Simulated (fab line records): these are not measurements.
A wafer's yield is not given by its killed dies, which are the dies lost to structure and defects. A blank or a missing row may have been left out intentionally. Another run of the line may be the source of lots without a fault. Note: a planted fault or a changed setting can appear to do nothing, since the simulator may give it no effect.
Chamber matching    flow n5 finfet    N5_SDB_CUT_ETCH_26 on rie si-05: 4 sister chambers
The step etches Si in HBr/Cl2/O2, target depth 129.6 nm, bt time 20 s, time 51.8 s. 20 wafers are shown with their chamber, then 10 later ones without.

## WAFERS PAIRED WITH THEIR CHAMBERS
wafer   chamber  drypump motor current A (A)  throttle valve pct (%)  oes_o_777_au (a.u.)
L075.2  2        6.2                          37.2                    1.00
L075.3  3        6.8                          36.9                    0.95
L075.5  2        6.2                          37.2                    1.01
L077.2  0        5.2                          36.7                    0.99
L077.3  3        6.8                          36.9                    0.94
L077.5  3        6.8                          36.9                    0.95
L079.1  1        5.8                          37.1                    0.96
L079.3  2        6.2                          37.2                    0.99
L079.4  0        5.2                          36.7                    1.00
L080.3  2        6.2                          37.2                    0.99
L080.4  3        6.7                          36.9                    0.94
L080.5  1        5.8                          37.1                    0.95
L081.4  0        5.2                          36.6                    0.99
L081.5  0        5.2                          36.6                    0.99
L081.6  1        5.9                          37.1                    0.96
L087.2  0        5.2                          36.6                    0.99
L087.3  1        5.8                          37.1                    0.96
L087.4  2        6.2                          37.2                    1.00
L088.1  1        5.9                          37.1                    0.95
L088.3  2        6.2                          37.2                    1.00

SIGNATURES (means of the wafers above)
reading                  chamber 0  chamber 1  chamber 2  chamber 3  scatter within a chamber
drypump motor current A  5.200      5.840      6.200      6.775      0.0349
throttle valve pct       36.640     37.100     37.200     36.900     0.0274
oes_o_777_au             0.9920     0.9560     0.9983     0.9450     0.00604
Rule: a wafer lies at a distance from a chamber equal to the root of the sum of squares, over the readings, of (its reading less the chamber's mean, divided by the reading's scatter). The wafer belongs to the nearest chamber; if the next one is less than 2 further off, it can't be placed. How the scatter is found: for the shown wafers, subtract from each reading the mean of its chamber, square and add these, divide the total by (wafers less chambers), then take the root.

## WAFERS WHOSE CHAMBER IS MISSING
wafer   drypump motor current A (A)  throttle valve pct (%)  oes_o_777_au (a.u.)
L088.5  6.8                          36.9                    0.94
L090.1  6.8                          36.9                    0.94
L090.2  5.2                          36.7                    0.99
L090.4  6.2                          37.2                    1.00
L091.2  5.3                          36.7                    0.99
L091.4  6.2                          37.2                    1.00
L091.5  5.3                          36.7                    1.00
L094.2  5.2                          36.6                    0.99
L094.3  5.8                          37.1                    0.96
L094.4  6.2                          37.2                    1.00

## CHAMBER TAKEN BY EACH
wafer   from the rows above  in truth
L088.5  3                    3
L090.1  3                    3
L090.2  0                    0
L090.4  2                    2
L091.2  0                    0
L091.4  2                    2
L091.5  0                    0
L094.2  0                    0
L094.3  1                    1
L094.4  2                    2
Correctly placed: 10 of 10. Left unplaced by these rows: 0. 0 placed wrongly.
